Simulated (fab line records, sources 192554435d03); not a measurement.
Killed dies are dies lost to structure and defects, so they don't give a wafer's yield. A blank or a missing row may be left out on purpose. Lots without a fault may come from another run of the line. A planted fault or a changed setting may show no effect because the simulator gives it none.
One fault seen from 2 desks | flow n5_finfet | each desk has only its own numbers; what lay behind them comes last

THE TOOL OWNER'S DESK: rie_metal-03
The tool's own readings at N5_GATE_CUT_ETCH_56 (etches TiN in Cl2/Ar, target depth 21.6 nm): means of the sampled wafers that have a number, for each lot that ran on this tool. A lot is out of limits, marked OUT, if its mean lies more than 4 standard deviations from the usual mean; the brackets give that distance.
Columns: A = bias_w at N5_GATE_CUT_ETCH_56, usual 59.99 W; B = drypump_motor_current_A at N5_GATE_CUT_ETCH_56, usual 5.61 A; C = mfc_cl2_sccm at N5_GATE_CUT_ETCH_56, usual 39.99 sccm; D = oes_product_au at N5_GATE_CUT_ETCH_56, usual 0.76 a.u.; E = throttle_valve_pct at N5_GATE_CUT_ETCH_56, usual 20.9 %
lot  | first seen here | A                | B    | C     | D    | E
L975 | day 4 20:52     | 60.14            | 5.49 | 40.01 | 0.79 | 20.7
L982 | day 6 04:48     | 60.15            | 5.72 | 39.97 | 0.70 | 20.8
L983 | day 6 12:17     | 59.98            | 5.47 | 39.99 | 0.78 | 20.7
L987 | day 7 14:31     | 59.05 (-5.2) OUT | 5.49 | 39.95 | 0.90 | 20.5
This desk's finding: out of limits on L987; first on L987, day 7 14:31 (bias_w at N5_GATE_CUT_ETCH_56). In limits: L975, L982, L983.

THE METROLOGY DESK
What the gauges read, lot by lot, whatever tool the lot ran on: means of the sampled wafers that have a number. A lot is out of limits, marked OUT, if its mean lies more than 4 standard deviations from the usual mean; the brackets give that distance. Of its 10 readings 7 are shown: those that lie furthest out on some lot.
Columns: A = DIBL_N at N5_BEOL_M4_RC_MEAS_101, usual 36.4 mV/V; B = IOFF_N at N5_BEOL_M4_RC_MEAS_101, usual 0.159 nA/um; C = IOFF_P at N5_BEOL_M4_RC_MEAS_101, usual 0.21 nA/um; D = ION_N at N5_BEOL_M4_RC_MEAS_101, usual 670 uA/um; E = ION_P at N5_BEOL_M4_RC_MEAS_101, usual 459 uA/um; F = SS_N at N5_BEOL_M4_RC_MEAS_101, usual 71.5 mV/dec; G = VT_P at N5_BEOL_M4_RC_MEAS_101, usual -250 mV
lot  | first seen here | A    | B     | C    | D   | E   | F    | G
L975 | day 8 20:48     | 36.3 | 0.156 | 0.20 | 668 | 455 | 71.3 | -252
L977 | day 9 12:06     | 36.0 | 0.149 | 0.22 | 672 | 463 | 71.1 | -248
L978 | day 9 17:08     | 38.4 | 0.218 | 0.27 | 693 | 473 | 72.4 | -245
L982 | day 11 03:57    | 36.0 | 0.133 | 0.17 | 659 | 445 | 71.5 | -258
L983 | day 11 16:36    | 35.2 | 0.148 | 0.17 | 667 | 452 | 72.0 | -254
L989 | day 11 18:23    | 35.6 | 0.128 | 0.18 | 656 | 453 | 71.3 | -253
L987 | day 12 08:26    | 36.3 | 0.140 | 0.20 | 663 | 460 | 71.3 | -250
L996 | day 13 23:15    | 37.0 | 0.152 | 0.17 | 666 | 450 | 71.8 | -258
L998 | day 14 23:20    | 34.2 | 0.137 | 0.23 | 663 | 466 | 71.2 | -246
This desk's finding: nothing out of limits on any of the 9 lots.

PUT TOGETHER
The tool owner's desk could have raised an alarm at day 7 14:31, on L987.
The metrology desk saw nothing out of limits.
The metrology desk has L987 on record, within its limits.
Of the lots named, all ran N5_GATE_CUT_ETCH_56 on rie_metal-03.

WHAT THE SIMULATOR HAD PUT IN
Process parameter drift: rie_metal-03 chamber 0, from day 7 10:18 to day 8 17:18, at N5_GATE_CUT_ETCH_56. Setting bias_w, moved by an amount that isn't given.
Lots struck among those shown: L987.
Hours from the fault's start to each desk's first reading out of limits: the tool owner's desk, 4.
